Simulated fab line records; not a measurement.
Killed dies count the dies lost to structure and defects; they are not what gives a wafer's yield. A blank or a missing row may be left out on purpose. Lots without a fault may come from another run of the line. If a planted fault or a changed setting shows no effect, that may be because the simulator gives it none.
Struck lot and sound lot, side by side	flow nand harc	25 out of 1302 route steps
Sound: these wafers, L727.2, L727.3, L727.6. Struck: wafers L732.2, L732.3, L732.6. Last of all comes the cause.
Per side, at each step with rows, come the tool, then ch with its chambers, and then its first start. Under that, the readings that differ: sound wafers	struck wafers	difference of the means	sigmas: that difference in standard deviations of wafers without a fault.
alike: same words and numbers on both sides, and readings whose means sit less than 2 such deviations apart. not compared: any withheld reading, any reading some wafer has no value for, any bound like >300 that may hide the same value, and any number with overlapping values for which the record gives no deviation.
Wherever a step has rows on one side only, a row that says differs or no value, or a row with sigmas, the two part there. When numbers do not overlap yet have no deviation, they are printed without sigmas and do not part them. A reading missing from all wafers of one side parts the sides only when that side holds two or more wafers.

first, 4 steps without rows for these wafers: NHARC_P_GATE_PRECLEAN_71 (cleans in SC1); NHARC_P_GATE_SRD_72; NHARC_P_GATE_OXIDE_16 (material SiO2, target thk 3 nm, ox time 392 s); NHARC_P_GATE_CVD_17 (deposits poly-Si, target thk 150 nm, time 900 s).
NHARC_P_GATE_HM_DEP_102: deposits aC, target thk 120 nm.
  sound on acl dep-01 ch 0, day 5 17:31; struck on acl dep-02 ch 0, day 7 19:22
  alike: throttle valve pct
NHARC_P_GATE_DEP_103: deposits SiON, target thk 30 nm.
  sound on pecvd-04 ch 0,2, day 5 18:05; struck on pecvd-04 ch 0,1,2, day 7 19:55
  alike: heater power w, rf fwd power W
then, 6 steps without rows for these wafers: NHARC_P_GATE_DEHYDRATE_18 (time 120 s); NHARC_P_GATE_HMDS_19 (time 30 s); NHARC_P_GATE_COAT_20 (resist thk 90 nm); NHARC_P_GATE_SOFTBAKE_21 (time 55 s); NHARC_P_GATE_EBR_22; NHARC_P_GATE_EXPOSE_23 (exposes mask P GATE, target cd 120 nm).
NHARC_P_GATE_PEB_24: peb time 65 s.
  sound on litho track-01 ch 0, day 5 18:40; struck on litho track-04 ch 0, day 7 20:31
  alike: heater power total W
then, 1 step without rows for these wafers: NHARC_P_GATE_DEVELOP_25 (develop time 35 s).
NHARC_P_GATE_CD_MEAS_26: the cd target is 120 nm.
  sound on cd sem-03 ch 0, day 5 18:44; struck on cd sem-01 ch 0, day 7 20:36
reading	sound	struck	difference	sigmas
cd nm (nm)	119.9 120.7 119.8	107.6 108.7 108.5	-11.9	-15
NHARC_P_GATE_OVL_MEAS_27:
  sound: overlay-02 at day 5 18:50; struck: overlay-01 at day 7 20:41
  alike: overlay x nm, overlay y nm
NHARC_P_GATE_INSPECT_28:
  sound: defect inspect-01 at day 5 18:52; struck: defect inspect-02 at day 7 20:43
reading	sound	struck	difference	sigmas
raw defect count	1 5 3	10 12 7	+7	+2
NHARC_P_GATE_DESCUM_31: chemistry O2, time 3 s.
  sound on rie diel-01 ch 2,3, day 5 18:56; struck on rie diel-01 ch 0,1,3, day 7 20:48
reading	sound	struck	difference	sigmas
model.P_GATE.cd nm (nm)	118.6 120.3 119.1	107.6 108.2 108.6	-11.2	
  alike: drypump motor current A, oes product au, rf vpp V, showerhead plenum p Torr, throttle valve pct
  not compared: rf hours counter h
NHARC_P_GATE_ETCH_104: etches the open film in CF4/CHF3, target depth 60 nm.
  sound on rie diel-01 ch 0,2,3, day 5 19:01; struck on rie diel-01 ch 0,2, day 7 20:52
  alike: drypump motor current A, oes product au, rf fwd power W, rf vpp V, showerhead plenum p Torr, throttle valve pct
NHARC_P_GATE_HM_OPEN_105: chemistry O2/COS, target depth 360 nm.
  sound on rie diel-01 ch 0,1,2; struck on rie diel-01 ch 1,3
  alike: drypump motor current A, oes product au, rf fwd power W, rf vpp V, showerhead plenum p Torr, throttle valve pct
  not compared: rf hours counter h
then, 2 steps without rows for these wafers: NHARC_P_GATE_STRIP_106 (strips in O2/COS); NHARC_P_GATE_ETCH_114 (etches the open film in CF4/O2, target depth 30 nm, overetch 3 nm, time 16.5 s).
NHARC_P_GATE_ETCH_32: etches the open film in HBr/Cl2, target depth 150 nm, time 100.1 s.
  sound on rie si-02 ch 1,2,3, day 5 19:25; struck on rie si-03 ch 1,2,3, day 7 21:16
  alike: drypump motor current A, mfc cl2 sccm, oes product au, rf fwd power W, throttle valve pct
  not compared: rf hours counter h, model.P_GATE.cd nm
NHARC_P_GATE_STRIP_108: strips in O2.
  sound on rie diel-05 ch 0,2, day 5 19:33; struck on rie diel-01 ch 2,3, day 7 21:24
reading	sound	struck	difference	sigmas
rf vpp V (V)	59.0 58.6 59.3	56.5 57.1 57.7	-1.9	-2
  alike: drypump motor current A, oes product au, showerhead plenum p Torr, throttle valve pct
  not compared: rf hours counter h
-- the record jumps here: 20 days lie between the struck wafers' starts before and after (it left off in module P_GATE and takes up again in module END, whose first step shown is number 1302 of the route) --
NHARC_END_SORT_01:
  here the record holds rows for the struck wafers (prober-01 ch 0, day 27 14:50) but none for the sound ones

## WHERE THEY PART
First at NHARC_P_GATE_CD_MEAS_26; last, within this record, at NHARC_END_SORT_01.

WHY: the cause the simulator had injected
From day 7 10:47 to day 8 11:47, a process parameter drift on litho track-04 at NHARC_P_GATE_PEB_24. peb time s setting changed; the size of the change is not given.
